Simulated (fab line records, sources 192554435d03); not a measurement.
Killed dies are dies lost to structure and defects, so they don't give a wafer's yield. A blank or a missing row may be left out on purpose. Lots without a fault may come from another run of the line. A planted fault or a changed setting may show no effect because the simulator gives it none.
Split-lot experiment | flow n5_finfet | 7 lots, 21 wafers read, on a route of 1938 steps

THE SPLIT
At N5_BEOL_M11_EXPOSE_25 (exposes mask V10), the setting dose_mj was moved away from the recipe's 85.5 on 5 of the 21 wafers read, by -6.0% to +6.8%. The other wafers ran this setting at the recipe's value.

FROM THE SPLIT TO THE READING: what the file shows between them, 2 steps
- N5_BEOL_M11_PEB_26: peb time 60 s
- N5_BEOL_M11_DEVELOP_27: develop time 30 s

THE READING
cd_nm, in nm, at N5_BEOL_M11_CD_MEAS_28 (target cd 70 nm). Fault-free wafers of this fab line usually give 69.4 nm, standard deviation 1.1 nm.

wafer  | tool, chamber at the split | dose_mj as run | against the recipe | cd_nm, nm | against lot-mates on the recipe
L085.1 | arfi_scanner-03, 0         | 85.5           | recipe             | 67.5      | -
L085.2 | arfi_scanner-03, 0         | 85.5           | recipe             | 68.4      | -
L085.3 | arfi_scanner-03, 0         | 82.37          | -3.7%              | 65.8      | -2.2
L084.3 | arfi_scanner-01, 0         | 85.5           | recipe             | 69.1      | -
L084.4 | arfi_scanner-01, 0         | 85.5           | recipe             | 71.4      | -
L084.5 | arfi_scanner-01, 0         | 85.5           | recipe             | 68.8      | -
L086.3 | arfi_scanner-02, 0         | 85.5           | recipe             | 70.9      | -
L086.4 | arfi_scanner-02, 0         | 85.5           | recipe             | 70.3      | -
L086.5 | arfi_scanner-02, 0         | 85.5           | recipe             | 71.2      | -
L089.1 | arfi_scanner-03, 0         | 91.03          | +6.5%              | 74.0      | +5.2
L089.5 | arfi_scanner-03, 0         | 85.5           | recipe             | 68.9      | -
L089.6 | arfi_scanner-03, 0         | 85.5           | recipe             | 68.8      | -
L090.2 | arfi_scanner-03, 0         | 85.5           | recipe             | 69.7      | -
L090.4 | arfi_scanner-03, 0         | 85.5           | recipe             | 69.6      | -
L090.5 | arfi_scanner-03, 0         | 91.31          | +6.8%              | 75.4      | +5.8
L096.1 | arfi_scanner-01, 0         | 85.5           | recipe             | 68.2      | -
L096.2 | arfi_scanner-01, 0         | 85.5           | recipe             | 69.2      | -
L096.6 | arfi_scanner-01, 0         | 85.5           | recipe             | 68.8      | -
L097.2 | arfi_scanner-01, 0         | 85.5           | recipe             | 68.0      | -
L097.4 | arfi_scanner-01, 0         | 80.37          | -6.0%              | 64.3      | -3.7
L097.5 | arfi_scanner-01, 0         | 80.37          | -6.0%              | 64.0      | -4.0

THE FIT
A straight line over all 21 wafers: cd_nm changes by +0.844 nm for each +1% of dose_mj; r = +0.93; the points scatter about the line by 1 nm.
The same after taking each lot's own level away (the mean of its wafers on the recipe; 21 wafers): +0.731 nm for each +1%; r = +0.97; scatter 0.59 nm.
On that fit, the largest move of dose_mj shifts the reading by 5 nm.
The lots' own levels span 67.95 to 70.80 nm, that is 2.6 times the standard deviation above.
So the lot-to-lot level changes the slope: the two fits differ.
Check: with one of the wafers moved furthest among these (+6.8%) left out of the fit, the line predicts +4.79 nm for it against its lot-mates. It came out at +5.75 nm against them.

OTHER SPLITS ON THESE WAFERS
These wafers also went through other splits before the reading. Each is held against what the fit with the lots' levels taken away leaves over:
other split on the same wafers     | wafers away from the commonest value | r with cd_nm (lot level and that fit taken away)
N5_BEOL_M7_EXPOSE_08 dose_mj       | 4                                    | -0.17
N5_BEOL_M7_VIA_ETCH_34 time_s      | 5                                    | +0.21
N5_BEOL_M7_TRENCH_ETCH_37 source_w | 5                                    | -0.08

THE FILE'S OWN FIT
cd_nm changes by +0.746 nm for each +1% of dose_mj, r = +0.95.
